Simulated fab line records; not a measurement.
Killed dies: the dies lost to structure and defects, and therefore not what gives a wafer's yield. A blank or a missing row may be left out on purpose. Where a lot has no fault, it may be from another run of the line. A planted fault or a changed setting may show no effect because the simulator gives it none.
Matching of chambers :: flow n5_finfet :: N5_PASSIVATION_ETCH_54 on rie_diel-04: 4 sister chambers
The step etches SiO2 in CHF3/O2, target depth 880 nm, time 440 s. 7 wafers are shown with their chamber, then 7 later ones without.

== WAFERS PAIRED WITH THEIR CHAMBERS ==
wafer: L415.5
chamber: 3
showerhead_plenum_p_Torr (Torr): 2.48
oes_product_au (a.u.): 0.72

wafer: L421.4
chamber: 1
showerhead_plenum_p_Torr (Torr): 2.39
oes_product_au (a.u.): 0.74

wafer: L423.2
chamber: 1
showerhead_plenum_p_Torr (Torr): 2.39
oes_product_au (a.u.): 0.74

wafer: L423.3
chamber: 0
showerhead_plenum_p_Torr (Torr): 2.53
oes_product_au (a.u.): 0.82

wafer: L423.6
chamber: 0
showerhead_plenum_p_Torr (Torr): 2.53
oes_product_au (a.u.): 0.82

wafer: L424.1
chamber: 2
showerhead_plenum_p_Torr (Torr): 2.45
oes_product_au (a.u.): 0.91

wafer: L424.4
chamber: 3
showerhead_plenum_p_Torr (Torr): 2.47
oes_product_au (a.u.): 0.71

== WAFERS MISSING THEIR CHAMBER ==
wafer: L424.6
showerhead_plenum_p_Torr (Torr): 2.53
oes_product_au (a.u.): 0.82

wafer: L430.1
showerhead_plenum_p_Torr (Torr): 2.44
oes_product_au (a.u.): 0.88

wafer: L430.2
showerhead_plenum_p_Torr (Torr): 2.38
oes_product_au (a.u.): 0.72

wafer: L430.5
showerhead_plenum_p_Torr (Torr): 2.44
oes_product_au (a.u.): 0.88

wafer: L432.1
showerhead_plenum_p_Torr (Torr): 2.46
oes_product_au (a.u.): 0.90

wafer: L432.4
showerhead_plenum_p_Torr (Torr): 2.52
oes_product_au (a.u.): 0.79

wafer: L432.5
showerhead_plenum_p_Torr (Torr): 2.46
oes_product_au (a.u.): 0.91

== THE CHAMBER EACH PASSED THROUGH ==
wafer: L424.6
from the rows above: 0
in truth: 0

wafer: L430.1
from the rows above: 2
in truth: 2

wafer: L430.2
from the rows above: 1
in truth: 1

wafer: L430.5
from the rows above: 2
in truth: 2

wafer: L432.1
from the rows above: 2
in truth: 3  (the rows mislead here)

wafer: L432.4
from the rows above: 0
in truth: 0

wafer: L432.5
from the rows above: 2
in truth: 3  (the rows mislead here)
Correctly placed: 5 of 7. Can't be placed from these rows: 0. Wrongly placed: 2.
How it was worked out, from the rows above alone: a wafer's distance from a chamber is the root of the sum, over the readings, of the square of ((its reading less the chamber's mean) divided by the reading's scatter). If the next closest chamber is less than 2 further off than the closest, the wafer can't be placed; otherwise it belongs to the closest. For every chamber, the mean is computed from those of its wafers that are shown. The scatter is the square root of a quotient: the sum, over the shown wafers, of each reading's squared deviation from its chamber's mean, divided by wafers minus chambers.
